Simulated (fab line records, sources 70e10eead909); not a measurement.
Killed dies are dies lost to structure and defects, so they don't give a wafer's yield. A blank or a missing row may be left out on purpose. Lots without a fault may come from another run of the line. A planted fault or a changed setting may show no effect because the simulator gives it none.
Problem report in the 8D (eight disciplines) form, filled by code | flow nand_harc | the parts of the form that need people (team, actions taken, sign-off) are left out

1. THE PROBLEM
thk_nm at NHARC_A_ONON_D1_THK_MEAS_24 reads a mean of 1079 nm on 3 wafers of 2 lots; wafers without a fault read 1001 nm with a standard deviation of 9. That is +8.7 standard deviations from the usual mean.
The step: measures by ellipsometry.
First seen on wafer L527.5, day 14 06:43, on film_metro-02. The record holds 42 wafers of 14 lots with a number at this step. Rule for "out", or "out of limits": more than 4 standard deviations from the usual mean. The other wafers with a number count as sound.

2. WHAT IT IS AND WHAT IT IS NOT
question                    | is                     | is not
which readings at this step | thk_nm                 | -
which lots                  | L527, L530             | L514, L515, L516, L518, L519, L520, L522, L523, L533, L535, L536, L537
which wafers of those lots  | L527.5, L527.6, L530.6 | L527.1, L530.1, L530.2
read on which gauges        | film_metro-02          | film_metro-01
when                        | from day 14 06:43      | up to then (25 sound wafers); but 14 sound wafers of L530, L533, L535, L536, L537 came after

3. SUSPECTS, AND WHAT RULES EACH OUT
Counting: a tool at a process step up to the reading stays a suspect if it ran every lot that is out. Sound lots after the first of them don't rule it out here, since some wafers of a struck lot are sound.
- the gauge at NHARC_A_ONON_D1_THK_MEAS_24: ruled out. All the wafers that are out were read on film_metro-02, but those of them that NHARC_END_SORT_01 has rows for are out there too, on other tools.
- pecvd_onon-01 at NHARC_A_ONON_D1_DEP_22 (target thk 1000 nm): kept. It ran every lot that is out, first L527 (day 14 06:12); its last sound lot up to then is L518 (day 10 01:38).
Left after counting: pecvd_onon-01 at NHARC_A_ONON_D1_DEP_22.

4. THE CAUSE (what the simulator had put in)
Process parameter drift: pecvd_onon-01, from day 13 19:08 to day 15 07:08, at NHARC_A_ONON_D1_DEP_22. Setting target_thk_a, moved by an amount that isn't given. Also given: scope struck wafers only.
Counting left only this tool.

5. THE CHAIN OF EFFECTS, in route order
Each row: a reading whose mean over the struck wafers that have a number lies more than 3 standard deviations from the usual. Only readings for which the record gives a usual standard deviation are gone through. hours: the time from each lot's start at the first step in this table that gives one to its start at this step, as a median over the lots. sigmas: the change in usual standard deviations.
hours | step                        | reading         | usual   | on struck wafers | change | sigmas
0     | NHARC_A_ONON_D1_THK_MEAS_24 | thk_nm          | 1001 nm | 1079             | +78    | +8.7
393   | NHARC_END_SORT_01           | killed_at_array | 65      | 671              | +606   | +32
393   | NHARC_END_SORT_01           | killed_dies     | 69      | 677              | +608   | +32

6. WHAT WOULD HAVE CAUGHT IT SOONER
In this record the first reading out of limits at a measuring or inspecting step was taken at day 14 06:43, 12 hours after the fault began at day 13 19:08.
Of the tool readings at NHARC_A_ONON_D1_DEP_22 for which the record gives a usual standard deviation, none was out on any struck wafer, so an alarm limit of 4 standard deviations on them would not have fired.
Of the lots that are out (2), L530 began NHARC_A_ONON_D1_DEP_22 on pecvd_onon-01 after day 14 06:43. A hold on the tool at that time would have spared it.
